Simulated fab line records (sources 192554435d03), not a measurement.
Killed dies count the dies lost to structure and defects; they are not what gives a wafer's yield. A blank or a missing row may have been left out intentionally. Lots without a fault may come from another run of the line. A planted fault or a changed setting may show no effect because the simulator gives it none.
Which tool was responsible? || flow n5 finfet || Sampling: 12 lots, 35 wafers, 4 of 1938 route steps

WHAT THE GAUGES SHOWED, per wafer
N5_BEOL_M9_CD_MEAS_28: the cd target is 70 nm. Usual: cd nm 70.11 nm, standard deviation 0.26.
{"lot": "L527", "measured": "day 9 16:40", "on": "cd sem-03", "cd nm (nm)": "70.14 70.52", "flag": ""}
{"lot": "L528", "measured": "day 9 22:13", "on": "cd sem-01", "cd nm (nm)": "70.02 69.51 69.81", "flag": ""}
{"lot": "L532", "measured": "day 10 18:22", "on": "cd sem-02", "cd nm (nm)": "70.10 70.43 69.94", "flag": ""}
{"lot": "L533", "measured": "day 11 04:22", "on": "cd sem-02", "cd nm (nm)": "70.48 70.10 70.17", "flag": ""}
{"lot": "L534", "measured": "day 11 09:07", "on": "cd sem-03", "cd nm (nm)": "70.37 69.93 70.17", "flag": ""}
{"lot": "L536", "measured": "day 11 18:20", "on": "cd sem-03", "cd nm (nm)": "70.53 70.25 70.06", "flag": ""}
{"lot": "L537", "measured": "day 12 03:16", "on": "cd sem-01", "cd nm (nm)": "70.15 69.68 69.64", "flag": ""}
{"lot": "L539", "measured": "day 13 02:27", "on": "cd sem-03", "cd nm (nm)": "69.39 70.52 70.12", "flag": ""}
{"lot": "L542", "measured": "day 13 10:16", "on": "cd sem-03", "cd nm (nm)": "70.19 70.28 69.75", "flag": ""}
{"lot": "L546", "measured": "day 15 23:23", "on": "cd sem-03", "cd nm (nm)": "69.98 70.22 70.18", "flag": ""}
{"lot": "L547", "measured": "day 16 02:43", "on": "cd sem-03", "cd nm (nm)": "69.80 69.85 70.14", "flag": ""}
{"lot": "L548", "measured": "day 17 16:02", "on": "cd sem-02", "cd nm (nm)": "69.50 69.77 70.00", "flag": ""}

WHICH TOOL RAN EACH LOT (tool, then ch and the chambers of the sampled wafers, then the start)
{"lot": "L527", "N5_BEOL_M8_DEGAS_44": "pvd sputter-02, day 9 09:20", "N5_BEOL_M8_ALD_77": "ald metal-04 ch 1,2, day 9 09:27", "N5_BEOL_M9_COAT_75": "litho track-04 ch 0, day 9 16:17"}
{"lot": "L528", "N5_BEOL_M8_DEGAS_44": "pvd sputter-03, day 9 17:20", "N5_BEOL_M8_ALD_77": "ald metal-01 ch 0,2,3, day 9 17:26", "N5_BEOL_M9_COAT_75": "litho track-04 ch 0, day 9 21:57"}
{"lot": "L532", "N5_BEOL_M8_DEGAS_44": "pvd sputter-01, day 10 11:50", "N5_BEOL_M8_ALD_77": "ald metal-04 ch 1,2,3, day 10 11:58", "N5_BEOL_M9_COAT_75": "litho track-04 ch 0, day 10 17:56"}
{"lot": "L533", "N5_BEOL_M8_DEGAS_44": "pvd sputter-03, day 10 22:19", "N5_BEOL_M8_ALD_77": "ald metal-02 ch 0,1,2, day 10 22:25", "N5_BEOL_M9_COAT_75": "litho track-02 ch 0, day 11 04:07"}
{"lot": "L534", "N5_BEOL_M8_DEGAS_44": "pvd sputter-01, day 11 03:10", "N5_BEOL_M8_ALD_77": "ald metal-01 ch 0,2,3, day 11 03:16", "N5_BEOL_M9_COAT_75": "litho track-03 ch 0, day 11 08:52"}
{"lot": "L536", "N5_BEOL_M8_DEGAS_44": "pvd sputter-02, day 11 10:41", "N5_BEOL_M8_ALD_77": "ald metal-04 ch 1,2, day 11 10:47", "N5_BEOL_M9_COAT_75": "litho track-02 ch 0, day 11 18:05"}
{"lot": "L537", "N5_BEOL_M8_DEGAS_44": "pvd sputter-02, day 11 16:52", "N5_BEOL_M8_ALD_77": "ald metal-01 ch 1,2,3, day 11 17:09", "N5_BEOL_M9_COAT_75": "litho track-04 ch 0, day 12 02:53"}
{"lot": "L539", "N5_BEOL_M8_DEGAS_44": "pvd sputter-03, day 12 20:26", "N5_BEOL_M8_ALD_77": "ald metal-04 ch 1,2,3, day 12 20:33", "N5_BEOL_M9_COAT_75": "litho track-02 ch 0, day 13 02:01"}
{"lot": "L542", "N5_BEOL_M8_DEGAS_44": "pvd sputter-03, day 13 06:15", "N5_BEOL_M8_ALD_77": "ald metal-04 ch 0,1,3, day 13 06:21", "N5_BEOL_M9_COAT_75": "litho track-04 ch 0, day 13 10:00"}
{"lot": "L546", "N5_BEOL_M8_DEGAS_44": "pvd sputter-01, day 15 13:52", "N5_BEOL_M8_ALD_77": "ald metal-04 ch 2,3, day 15 13:59", "N5_BEOL_M9_COAT_75": "litho track-04 ch 0, day 15 23:00"}
{"lot": "L547", "N5_BEOL_M8_DEGAS_44": "pvd sputter-01, day 15 19:43", "N5_BEOL_M8_ALD_77": "ald metal-02 ch 1,2,3, day 15 19:49", "N5_BEOL_M9_COAT_75": "litho track-04 ch 0, day 16 02:26"}
{"lot": "L548", "N5_BEOL_M8_DEGAS_44": "pvd sputter-03, day 17 08:37", "N5_BEOL_M8_ALD_77": "ald metal-01 ch 1,3, day 17 08:43", "N5_BEOL_M9_COAT_75": "litho track-02 ch 0, day 17 15:37"}
- N5_BEOL_M8_DEGAS_44: time 60 s.
- N5_BEOL_M8_ALD_77: deposits TaN, target thk 2 nm, pulse time 2 s, purge time 3 s.
- N5_BEOL_M9_COAT_75: time 60 s, resist thk 5 nm.

WHAT THE TOOLS THEMSELVES READ (means of the sampled wafers that have a number; where no wafer has one, the mark that the record gives instead)
N5_BEOL_M8_DEGAS_44. Usual: heater power w 336 W, standard deviation 30; susceptor temp C 249.98 C, standard deviation 0.18.
{"lot": "L527", "tool": "pvd sputter-02", "heater power w (W)": 315, "susceptor temp C (C)": 249.94, "flag": ""}
{"lot": "L528", "tool": "pvd sputter-03", "heater power w (W)": 363, "susceptor temp C (C)": 250.13, "flag": ""}
{"lot": "L532", "tool": "pvd sputter-01", "heater power w (W)": 319, "susceptor temp C (C)": 249.89, "flag": ""}
{"lot": "L533", "tool": "pvd sputter-03", "heater power w (W)": 354, "susceptor temp C (C)": 249.93, "flag": ""}
{"lot": "L534", "tool": "pvd sputter-01", "heater power w (W)": 324, "susceptor temp C (C)": 249.85, "flag": ""}
{"lot": "L536", "tool": "pvd sputter-02", "heater power w (W)": 334, "susceptor temp C (C)": 250.02, "flag": ""}
{"lot": "L537", "tool": "pvd sputter-02", "heater power w (W)": 321, "susceptor temp C (C)": 249.94, "flag": ""}
{"lot": "L539", "tool": "pvd sputter-03", "heater power w (W)": 348, "susceptor temp C (C)": 249.99, "flag": ""}
{"lot": "L542", "tool": "pvd sputter-03", "heater power w (W)": 328, "susceptor temp C (C)": 249.88, "flag": ""}
{"lot": "L546", "tool": "pvd sputter-01", "heater power w (W)": 323, "susceptor temp C (C)": 249.88, "flag": ""}
{"lot": "L547", "tool": "pvd sputter-01", "heater power w (W)": 323, "susceptor temp C (C)": 249.92, "flag": ""}
{"lot": "L548", "tool": "pvd sputter-03", "heater power w (W)": 355, "susceptor temp C (C)": 250.12, "flag": ""}

N5_BEOL_M8_ALD_77. Usual: chamber pressure Torr 3.000 Torr, standard deviation 0.0067; heater power w 426 W, standard deviation 37; susceptor temp C 275.00 C, standard deviation 0.17.
{"lot": "L527", "tool": "ald metal-04", "chamber pressure Torr (Torr)": 2.998, "heater power w (W)": 456, "susceptor temp C (C)": 275.24, "flag": ""}
{"lot": "L528", "tool": "ald metal-01", "chamber pressure Torr (Torr)": 3.000, "heater power w (W)": 429, "susceptor temp C (C)": 275.07, "flag": ""}
{"lot": "L532", "tool": "ald metal-04", "chamber pressure Torr (Torr)": 3.002, "heater power w (W)": 457, "susceptor temp C (C)": 275.00, "flag": ""}
{"lot": "L533", "tool": "ald metal-02", "chamber pressure Torr (Torr)": 2.996, "heater power w (W)": 355, "susceptor temp C (C)": 274.93, "flag": ""}
{"lot": "L534", "tool": "ald metal-01", "chamber pressure Torr (Torr)": 3.002, "heater power w (W)": 425, "susceptor temp C (C)": 274.92, "flag": ""}
{"lot": "L536", "tool": "ald metal-04", "chamber pressure Torr (Torr)": 2.995, "heater power w (W)": 451, "susceptor temp C (C)": 275.02, "flag": ""}
{"lot": "L537", "tool": "ald metal-01", "chamber pressure Torr (Torr)": 2.998, "heater power w (W)": 432, "susceptor temp C (C)": 275.24, "flag": ""}
{"lot": "L539", "tool": "ald metal-04", "chamber pressure Torr (Torr)": 2.999, "heater power w (W)": 449, "susceptor temp C (C)": 275.09, "flag": ""}
{"lot": "L542", "tool": "ald metal-04", "chamber pressure Torr (Torr)": 2.998, "heater power w (W)": 442, "susceptor temp C (C)": 274.99, "flag": ""}
{"lot": "L546", "tool": "ald metal-04", "chamber pressure Torr (Torr)": 3.006, "heater power w (W)": 453, "susceptor temp C (C)": 274.92, "flag": ""}
{"lot": "L547", "tool": "ald metal-02", "chamber pressure Torr (Torr)": 3.001, "heater power w (W)": 363, "susceptor temp C (C)": 274.75, "flag": ""}
{"lot": "L548", "tool": "ald metal-01", "chamber pressure Torr (Torr)": 2.999, "heater power w (W)": 402, "susceptor temp C (C)": 275.01, "flag": ""}

N5_BEOL_M9_COAT_75. Usual: heater power total W 391.5 W, standard deviation 1.3; run length s 66.26 s, standard deviation 0.16.
{"lot": "L527", "tool": "litho track-04", "heater power total W (W)": 393.1, "run length s (s)": 66.05, "flag": ""}
{"lot": "L528", "tool": "litho track-04", "heater power total W (W)": 390.3, "run length s (s)": 66.08, "flag": ""}
{"lot": "L532", "tool": "litho track-04", "heater power total W (W)": 389.7, "run length s (s)": 66.19, "flag": ""}
{"lot": "L533", "tool": "litho track-02", "heater power total W (W)": 391.3, "run length s (s)": 66.34, "flag": ""}
{"lot": "L534", "tool": "litho track-03", "heater power total W (W)": 390.5, "run length s (s)": 66.29, "flag": ""}
{"lot": "L536", "tool": "litho track-02", "heater power total W (W)": 392.5, "run length s (s)": 66.28, "flag": ""}
{"lot": "L537", "tool": "litho track-04", "heater power total W (W)": 392.0, "run length s (s)": 66.20, "flag": ""}
{"lot": "L539", "tool": "litho track-02", "heater power total W (W)": 392.4, "run length s (s)": 66.38, "flag": ""}
{"lot": "L542", "tool": "litho track-04", "heater power total W (W)": 392.5, "run length s (s)": 66.10, "flag": ""}
{"lot": "L546", "tool": "litho track-04", "heater power total W (W)": 463.8, "run length s (s)": 51.38, "flag": "OFF"}
{"lot": "L547", "tool": "litho track-04", "heater power total W (W)": 463.6, "run length s (s)": 51.38, "flag": "OFF"}
{"lot": "L548", "tool": "litho track-02", "heater power total W (W)": 392.0, "run length s (s)": 66.42, "flag": ""}

THE ANSWER, worked out from the rows above alone
Rule: a lot is off if the mean of its wafers that have a number lies more than 3 standard deviations from the usual mean. Also off: a lot with no number at a reading for which 4 or more lots have one. All remaining lots with rows at the step are treated as sound. First the gauges in route order, then the tools' own readings, where a lot's mean is used as printed above. At the first step where some lot is off, the reading lying furthest off is the one used; lots without a number count as furthest.
Off: L546, L547 (N5_BEOL_M9_COAT_75, run length s).
If a tool, at that step or one of the process steps before it, ran each lot that is off and ran no sound lot following the first of them, it fits. Undecided on this evidence; 2 tools fit (pvd sputter-01 at N5_BEOL_M8_DEGAS_44, litho track-04 at N5_BEOL_M9_COAT_75).

WHAT THE SIMULATOR HAD INSERTED
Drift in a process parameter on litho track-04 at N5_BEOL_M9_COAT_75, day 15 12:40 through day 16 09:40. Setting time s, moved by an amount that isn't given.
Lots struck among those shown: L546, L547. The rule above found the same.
